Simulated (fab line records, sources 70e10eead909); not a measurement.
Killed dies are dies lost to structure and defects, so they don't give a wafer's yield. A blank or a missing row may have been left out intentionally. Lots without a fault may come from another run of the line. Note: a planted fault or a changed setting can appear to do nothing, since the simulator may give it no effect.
Comparing a struck lot with a sound one | flow nand harc | 13 out of 1302 route steps
Sound: the wafers L894.2, L894.4, L894.5. Struck: wafer L888.3. (L888.1 of the same lot was not struck and is left out.) The cause comes at the end.
At each step with rows: each side's tool, then ch and its chambers, then its first start. Under that, the readings that differ: sound wafers | struck wafers | difference of the means | sigmas: that difference in standard deviations of wafers without a fault.
alike: readings with means less than 2 such deviations apart, plus words and numbers identical on both sides. not compared: withheld readings, readings lacking a value on some wafer, bounds such as >300 that could conceal the same value, and numbers that have no deviation in the record and whose values overlap.
A row with sigmas, a row that says differs or no value, or rows on one side alone: a step with any of these is where the two part. Numbers that don't overlap but have no deviation are shown without sigmas and don't part them. A reading that every wafer of one side lacks parts them only if that side has two wafers or more.

NHARC_A_STAIRCASE_STRIP_446: strips in O2.
  sound on plasma asher-02 ch 0,1, day 25 01:58; struck on plasma asher-02 ch 1, day 22 02:40
  alike: drypump motor current A, heater power w
  not compared: rf hours counter h
then, 3 steps without rows for these wafers: NHARC_A_STAIRCASE_STRIP_447 (strips in SPM, time 900 s); NHARC_A_STAIRCASE_PRECLEAN_448 (cleans in SC1); NHARC_A_STAIRCASE_SRD_449.
NHARC_A_STAIRCASE_CMP_450: polishes SiO2, target thk 200 nm.
  sound on cmp-02 ch 1,2,3, day 25 02:47; struck on cmp-03 ch 3, day 22 03:29
  alike: motor current A
NHARC_A_STAIRCASE_CMP_152: polishes.
  sound on cmp-02 ch 1,2,3, day 25 02:52; struck on cmp-03 ch 3, day 22 03:34
  alike: motor current A
then, 2 steps without rows for these wafers: NHARC_A_STAIRCASE_SRD_154; NHARC_A_STAIRCASE_ETCH_403 (etches SiO2 in dHF, target depth 108.2 nm).
NHARC_A_STAIRCASE_ETCHBACK_422: etches the open film in CH3F/O2, target depth 40 nm, time 74.286 s.
  sound on rie diel-07 ch 0,1,2, day 25 03:19; struck on rie diel-04 ch 0, day 22 04:02
  reading                         | sound          | struck | difference | sigmas
  showerhead plenum p Torr (Torr) | 2.53 2.33 2.40 | 2.64   | +0.22      | +2
  alike: chamber pressure mTorr, drypump motor current A, oes product au, rf vpp V, throttle valve pct
  not compared: rf hours counter h
then, 1 step without rows for these wafers: NHARC_A_STAIRCASE_ETCH_423 (etches SiO2 in dHF, target depth 30 nm).
NHARC_A_STAIRCASE_ETCHBACK_157: etches the open film in CH3F/O2, target depth 90 nm, time 167.14 s.
  sound on rie diel-07 ch 1,2, day 25 03:40; struck on rie diel-04 ch 2, day 22 04:23
  reading                        | sound                | struck | difference | sigmas
  chamber pressure mTorr (mTorr) | 24.995 24.987 25.017 | 25.044 | +0.044     | +2
  oes product au (a.u.)          | 1.00 0.98 0.99       | 0.76   | -0.23      | -7
  rf vpp V (V)                   | 245.7 245.3 245.5    | 242.0  | -3.5       | -2
  alike: drypump motor current A, showerhead plenum p Torr, throttle valve pct
  not compared: rf hours counter h
NHARC_A_STAIRCASE_STRIP_475: strips in O2, time 20 s.
  sound on rie diel-07 ch 1,3; struck on rie diel-04 ch 0
  reading                        | sound                | struck | difference | sigmas
  chamber pressure mTorr (mTorr) | 59.97 60.07 60.00    | 59.91  | -0.10      | -2
  drypump motor current A (A)    | 5.9 4.9 4.9          | 6.2    | +1.0       | +2
  throttle valve pct (%)         | 17.039 17.037 17.050 | 17.022 | -0.020     | -2
  alike: oes product au, rf vpp V, showerhead plenum p Torr
  not compared: rf hours counter h
-- jump in the record: it breaks off in module A_STAIRCASE and resumes in module END (first step shown: number 1302 of the route), and 5 days separate the struck wafers' starts before and after --
NHARC_END_SORT_01:
  sound on prober-02 ch 0, day 30 15:43; struck on prober-02 ch 0, day 27 12:50
  reading         | sound    | struck | difference | sigmas
  killed at array | 77 83 91 | 671    | +587       | +31
  killed dies     | 79 87 92 | 677    | +591       | +31
  alike: killed at other, killed at periphery, killed open, killed short

WHERE THEY PART
Last at NHARC_END_SORT_01 as far as this record goes, first at NHARC_A_STAIRCASE_ETCHBACK_422.

WHY: what had been put in by the simulator
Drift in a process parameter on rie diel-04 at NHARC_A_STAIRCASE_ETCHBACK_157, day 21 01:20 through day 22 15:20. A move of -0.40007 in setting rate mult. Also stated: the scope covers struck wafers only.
